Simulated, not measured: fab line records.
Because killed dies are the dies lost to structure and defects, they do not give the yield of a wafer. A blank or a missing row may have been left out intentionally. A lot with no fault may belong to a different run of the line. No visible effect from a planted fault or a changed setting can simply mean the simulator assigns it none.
Chamber matching + flow nandHarc + rieDiel-06 running NHARC_P_GATE_STRIP_101: 4 sister chambers
The step strips in O2, time 20 s. 30 wafers are shown with their chamber, then 12 later ones without.

== WAFERS, EACH WITH ITS CHAMBER ==
| wafer  | chamber | showerheadPlenumPTorr (Torr) | drypumpMotorCurrentA (A) | oesProductAu (a.u.) |
|--------|---------|------------------------------|--------------------------|---------------------|
| L077.1 | 1       | 3.51                         | 5.7                      | 1.018               |
| L077.2 | 0       | 3.45                         | 5.9                      | 1.007               |
| L077.3 | 3       | 3.62                         | 5.7                      | 1.005               |
| L077.4 | 2       | 3.50                         | 6.5                      | 0.988               |
| L077.5 | 3       | 3.62                         | 5.7                      | 1.002               |
| L077.6 | 2       | 3.50                         | 6.5                      | 0.989               |
| L080.1 | 3       | 3.61                         | 5.7                      | 0.998               |
| L080.3 | 2       | 3.50                         | 6.6                      | 0.988               |
| L080.6 | 0       | 3.45                         | 6.0                      | 1.012               |
| L078.1 | 0       | 3.45                         | 6.0                      | 1.005               |
| L078.2 | 2       | 3.50                         | 6.6                      | 0.992               |
| L078.6 | 3       | 3.61                         | 5.6                      | 0.998               |
| L079.1 | 3       | 3.61                         | 5.7                      | 0.987               |
| L079.2 | 2       | 3.50                         | 6.5                      | 0.986               |
| L079.5 | 2       | 3.50                         | 6.5                      | 0.979               |
| L081.1 | 1       | 3.51                         | 5.7                      | 1.008               |
| L081.2 | 3       | 3.61                         | 5.7                      | 1.006               |
| L081.4 | 0       | 3.45                         | 6.0                      | 1.004               |
| L082.1 | 3       | 3.61                         | 5.6                      | 0.999               |
| L082.4 | 2       | 3.50                         | 6.6                      | 0.976               |
| L082.5 | 2       | 3.50                         | 6.5                      | 0.978               |
| L085.2 | 3       | 3.61                         | 5.7                      | 0.995               |
| L085.4 | 0       | 3.45                         | 6.0                      | 1.002               |
| L085.5 | 1       | 3.50                         | 5.7                      | 1.014               |
| L086.2 | 2       | 3.49                         | 6.6                      | 0.996               |
| L086.5 | 0       | 3.44                         | 6.0                      | 1.006               |
| L086.6 | 1       | 3.50                         | 5.7                      | 1.008               |
| L087.1 | 3       | 3.61                         | 5.7                      | 0.995               |
| L087.2 | 0       | 3.44                         | 6.0                      | 1.013               |
| L087.4 | 1       | 3.50                         | 5.7                      | 1.001               |

SIGNATURES (averages over the wafers above)
| reading               | chamber 0 | chamber 1 | chamber 2 | chamber 3 | scatter within a chamber |
|-----------------------|-----------|-----------|-----------|-----------|--------------------------|
| showerheadPlenumPTorr | 3.4471    | 3.5040    | 3.4989    | 3.6122    | 0.00442                  |
| drypumpMotorCurrentA  | 5.986     | 5.700     | 6.544     | 5.678     | 0.0422                   |
| oesProductAu          | 1.00700   | 1.00980   | 0.98578   | 0.99833   | 0.00589                  |
Rule: a wafer's distance from a chamber is the root of the sum, over the readings, of the square of ((its reading less the chamber's mean) divided by the reading's scatter). The wafer belongs to the nearest chamber; if the next one is less than 2 further off, it can't be placed. The scatter is the square root of a quotient: the sum, over the shown wafers, of each reading's squared deviation from its chamber's mean, divided by wafers minus chambers.

== WAFERS WITHOUT THEIR CHAMBER ==
| wafer  | showerheadPlenumPTorr (Torr) | drypumpMotorCurrentA (A) | oesProductAu (a.u.) |
|--------|------------------------------|--------------------------|---------------------|
| L088.3 | 3.50                         | 5.7                      | 1.004               |
| L088.4 | 3.49                         | 6.6                      | 0.986               |
| L088.5 | 3.44                         | 6.0                      | 1.000               |
| L089.2 | 3.50                         | 5.7                      | 1.008               |
| L089.4 | 3.50                         | 5.7                      | 1.009               |
| L089.6 | 3.61                         | 5.7                      | 0.985               |
| L093.1 | 3.49                         | 6.6                      | 0.992               |
| L093.2 | 3.50                         | 5.7                      | 1.009               |
| L093.4 | 3.61                         | 5.7                      | 0.989               |
| L094.1 | 3.60                         | 5.7                      | 0.991               |
| L094.3 | 3.44                         | 6.0                      | 0.997               |
| L094.6 | 3.44                         | 6.0                      | 1.005               |

== WHICH CHAMBER EACH WENT THROUGH ==
| wafer  | from the rows above | in truth |
|--------|---------------------|----------|
| L088.3 | 1                   | 1        |
| L088.4 | 2                   | 2        |
| L088.5 | 0                   | 0        |
| L089.2 | 1                   | 1        |
| L089.4 | 1                   | 1        |
| L089.6 | 3                   | 3        |
| L093.1 | 2                   | 2        |
| L093.2 | 1                   | 1        |
| L093.4 | 3                   | 3        |
| L094.1 | 3                   | 3        |
| L094.3 | 0                   | 0        |
| L094.6 | 0                   | 0        |
12 of 12 placed correctly. Left unplaced by these rows: 0. Placed wrongly: 0.
